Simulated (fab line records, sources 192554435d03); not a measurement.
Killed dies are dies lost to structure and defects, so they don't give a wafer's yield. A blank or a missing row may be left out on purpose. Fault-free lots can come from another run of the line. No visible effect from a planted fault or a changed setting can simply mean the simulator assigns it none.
The tool behind it: which one? ; flow n5Finfet ; 10 lots with 30 wafers sampled at 4 steps, on a route of 1938 steps

WHAT EACH GAUGE READ, for each wafer
N5_BEOL_M4_RC_MEAS_101.
lot;measured;on;CJ_N
L839;day 9 00:26;prober-01;4.40 4.45 4.47
L840;day 8 23:56;prober-02;4.45 4.36 4.37
L841;day 9 06:34;prober-01;4.40 4.43 4.40
L842;day 9 07:11;prober-02;4.37 4.38 4.34
L844;day 9 23:45;prober-02;4.37 4.37 4.33
L845;day 10 09:29;prober-02;4.39 4.31 4.42
L847;day 10 14:46;prober-02;4.31 4.35 4.39
L852;day 12 02:23;prober-02;4.82 4.77 4.75
L854;day 12 05:37;prober-02;4.75 4.80 4.80
L860;day 14 04:25;prober-02;4.37 4.40 4.38

EACH LOT AND THE TOOL THAT RAN IT (in order: tool; ch and the chambers of the sampled wafers; start)
lot;N5_ZERO_LAYER_ETCH_18;N5_WELL_APT_IMPLANT_32;N5_WELL_APT_RTA_34
L839;rieSi-03 ch 0,2,3, day 1 18:55;implanter-01 ch 0, day 1 21:23;rtpAnneal-01 ch 0, day 1 21:52
L840;rieSi-03 ch 1,3, day 2 00:48;implanter-01 ch 0, day 2 03:21;rtpAnneal-02 ch 0, day 2 03:55
L841;rieSi-03 ch 0,2,3, day 2 06:55;implanter-01 ch 0, day 2 09:29;rtpAnneal-01 ch 0, day 2 09:59
L842;rieSi-03 ch 0,2,3, day 2 13:13;implanter-01 ch 0, day 2 16:29;rtpAnneal-01 ch 0, day 2 16:56
L844;rieSi-06 ch 2,3, day 3 00:47;implanter-02 ch 0, day 3 03:25;rtpAnneal-02 ch 0, day 3 03:53
L845;rieSi-03 ch 0,2,3, day 3 06:56;implanter-02 ch 0, day 3 10:13;rtpAnneal-01 ch 0, day 3 10:42
L847;rieSi-03 ch 0,1, day 3 19:08;implanter-02 ch 0, day 3 21:35;rtpAnneal-02 ch 0, day 3 22:05
L852;rieSi-04 ch 0,1,3, day 5 00:55;implanter-01 ch 0, day 5 03:28;rtpAnneal-01 ch 0, day 5 03:56
L854;rieSi-03 ch 1,2,3, day 5 13:57;implanter-01 ch 0, day 5 16:28;rtpAnneal-01 ch 0, day 5 16:56
L860;rieSi-04 ch 1,3, day 7 00:52;implanter-02 ch 0, day 7 03:22;rtpAnneal-02 ch 0, day 7 03:56
- N5_ZERO_LAYER_ETCH_18: etches Si in HBr/Cl2, target depth 120 nm, time 40 s.
- N5_WELL_APT_IMPLANT_32
- N5_WELL_APT_RTA_34: time 10 s.

THE ANSWER, worked out from the rows above alone
Rule: the usual values come from the lots themselves. The widest of any qualifying gaps counts: lots, ordered by their means at a reading, are off when they make up no more than a third of the lots, leave a main group of 4 or more, and stand apart from it by 3 or more times the standard deviation of that group's means. If all means in a main group match to the digits the tables above print for the reading, that group is not used. A lot without any number at a reading at which 4 lots or more have one is off too. Any other lot the step has rows for is counted as sound.
Off: L852, L854, at N5_BEOL_M4_RC_MEAS_101 (CJ_N). The main group has a mean of 4.38 with a standard deviation of 0.028.
A tool fits if, at a process step before that reading, it ran every lot that is off, and no sound lot after the first of them. The gauges at N5_BEOL_M4_RC_MEAS_101 are tried like those tools. Undecided on this evidence; 2 tools fit (implanter-01 at N5_WELL_APT_IMPLANT_32, rtpAnneal-01 at N5_WELL_APT_RTA_34).

WHAT HAD BEEN PUT IN BY THE SIMULATOR
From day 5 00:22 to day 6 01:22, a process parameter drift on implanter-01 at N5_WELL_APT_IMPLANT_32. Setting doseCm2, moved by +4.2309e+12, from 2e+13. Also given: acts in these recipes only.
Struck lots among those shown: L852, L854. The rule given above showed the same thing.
